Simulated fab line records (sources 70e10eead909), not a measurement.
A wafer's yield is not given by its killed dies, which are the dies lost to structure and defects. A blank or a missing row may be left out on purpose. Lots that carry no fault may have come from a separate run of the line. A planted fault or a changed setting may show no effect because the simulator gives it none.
Which tool was responsible? | flow nand harc | Sampling: 6 lots, 18 wafers, 5 of 1302 route steps

## WHAT THE GAUGES READ, wafer by wafer
NHARC_END_SORT_01.
lot  | measured     | on        | killed at array
L771 | day 26 05:13 | prober-02 | 42 34 27
L775 | day 27 23:38 | prober-01 | 46 61 54
L778 | day 28 20:17 | prober-01 | 20 30 25
L780 | day 30 08:20 | prober-02 | 47 28 35
L783 | day 30 15:37 | prober-02 | 34 34 28
L790 | day 34 06:12 | prober-02 | 36 62 50

## WHICH TOOL RAN EACH LOT (tool, then ch and the chambers of the sampled wafers, then the start)
lot  | NHARC_P_CONTACT_CVD_23        | NHARC_THIN_TSV_DEP_47           | NHARC_THIN_TSV_DEGAS_53      | NHARC_THIN_TSV_DESCUM_35
L771 | cvd w-02 ch 0,1, day 7 07:58  | pecvd-01 ch 0,1,2, day 25 15:34 | pvd sputter-03, day 25 18:25 | rie diel-09 ch 1,2, day 25 19:35
L775 | cvd w-01 ch 0,1, day 9 11:04  | pecvd-01 ch 0,1, day 27 11:59   | pvd sputter-03, day 27 14:52 | rie diel-07 ch 1,2,3, day 27 16:02
L778 | cvd w-01 ch 0,1, day 10 10:05 | pecvd-01 ch 0,1,2, day 28 08:28 | pvd sputter-02, day 28 11:24 | rie diel-09 ch 1,2,3, day 28 12:42
L780 | cvd w-02 ch 0, day 11 04:21   | pecvd-04 ch 1,2, day 29 18:20   | pvd sputter-03, day 29 21:20 | rie diel-07 ch 0,2, day 29 22:40
L783 | cvd w-01 ch 0,1, day 12 03:51 | pecvd-02 ch 0,1,2, day 30 05:20 | pvd sputter-03, day 30 08:17 | rie diel-09 ch 0,1,2, day 30 09:37
L790 | cvd w-02 ch 0,1, day 15 09:10 | pecvd-01 ch 1,2, day 33 17:18   | pvd sputter-02, day 33 20:10 | rie diel-05 ch 1,2,3, day 33 21:28
- NHARC_P_CONTACT_CVD_23: deposits W, target thk 200 nm, time 557 s.
- NHARC_THIN_TSV_DEP_47: deposits SiO2, target thk 200 nm.
- NHARC_THIN_TSV_DEGAS_53: time 60 s.
- NHARC_THIN_TSV_DESCUM_35: chemistry O2, time 3 s.

## THE ANSWER, worked out from the rows above alone
Rule: the usual values come from the lots themselves. The widest of any qualifying gaps counts: lots, ordered by their means at a reading, are off when they make up no more than a third of the lots, leave a main group of 4 or more, and stand apart from it by 3 or more times the standard deviation of that group's means. The tables above print the reading to a certain number of digits; a main group whose means all agree to those digits is not used. A lot without any number at a reading at which 4 lots or more have one is off too. Any other lot the step has rows for is counted as sound.
None of the lots is off at any reading shown; this tells nothing.

## WHAT THE SIMULATOR HAD PUT IN
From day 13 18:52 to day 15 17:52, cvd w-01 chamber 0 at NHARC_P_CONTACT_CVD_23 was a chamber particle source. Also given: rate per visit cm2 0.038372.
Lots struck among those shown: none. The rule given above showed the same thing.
